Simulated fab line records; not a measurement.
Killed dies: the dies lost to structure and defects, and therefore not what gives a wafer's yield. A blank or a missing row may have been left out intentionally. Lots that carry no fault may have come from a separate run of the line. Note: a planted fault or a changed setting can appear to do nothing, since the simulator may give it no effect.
Matching of chambers ; flow n5 finfet ; rie diel-06 running N5_FIN_SAQP_ETCH_34: 4 sister chambers
The step etches SiO2 in C4F6/O2, target depth 45 nm, time 15 s. 4 wafers are shown with their chamber, then 10 later ones without.

WAFERS PAIRED WITH THEIR CHAMBERS
wafer;chamber;throttle valve pct (%)
L085.4;3;21.68
L087.3;0;21.03
L089.2;2;21.08
L089.5;1;20.91

WAFERS WHOSE CHAMBER IS MISSING
wafer;throttle valve pct (%)
L089.6;21.07
L094.1;21.06
L094.5;21.30
L094.6;21.05
L096.1;21.08
L096.2;21.30
L096.4;21.11
L097.2;20.51
L097.3;21.09
L097.5;21.30

WHICH CHAMBER EACH ONE RAN IN
wafer;from the rows above;in truth
L089.6;can't be placed: 2 or 0 or 1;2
L094.1;can't be placed: 2 or 0 or 1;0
L094.5;can't be placed: 2 or 0 or 3 or 1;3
L094.6;can't be placed: 0 or 2 or 1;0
L096.1;can't be placed: 2 or 0 or 1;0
L096.2;can't be placed: 2 or 0 or 3 or 1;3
L096.4;can't be placed: 2 or 0 or 1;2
L097.2;can't be placed: 1 or 0 or 2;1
L097.3;can't be placed: 2 or 0 or 1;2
L097.5;can't be placed: 2 or 0 or 3 or 1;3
Placed correctly: 0 of 10. Cannot be placed on the basis of these rows: 10; the candidates contain the true chamber in 10. Placed wrongly: 0.
How it was worked out, from the rows above alone: a wafer's distance from a chamber is the root of the sum, over the readings, of the square of ((its reading less the chamber's mean) divided by the reading's scatter). The wafer belongs to the nearest chamber; if the next one is less than 2 further off, it can't be placed. Each chamber's mean is taken over the wafers shown for it. The scatter: with one shown wafer a chamber, the root of the mean of the squares of how far each hidden wafer lies from its nearest shown one.
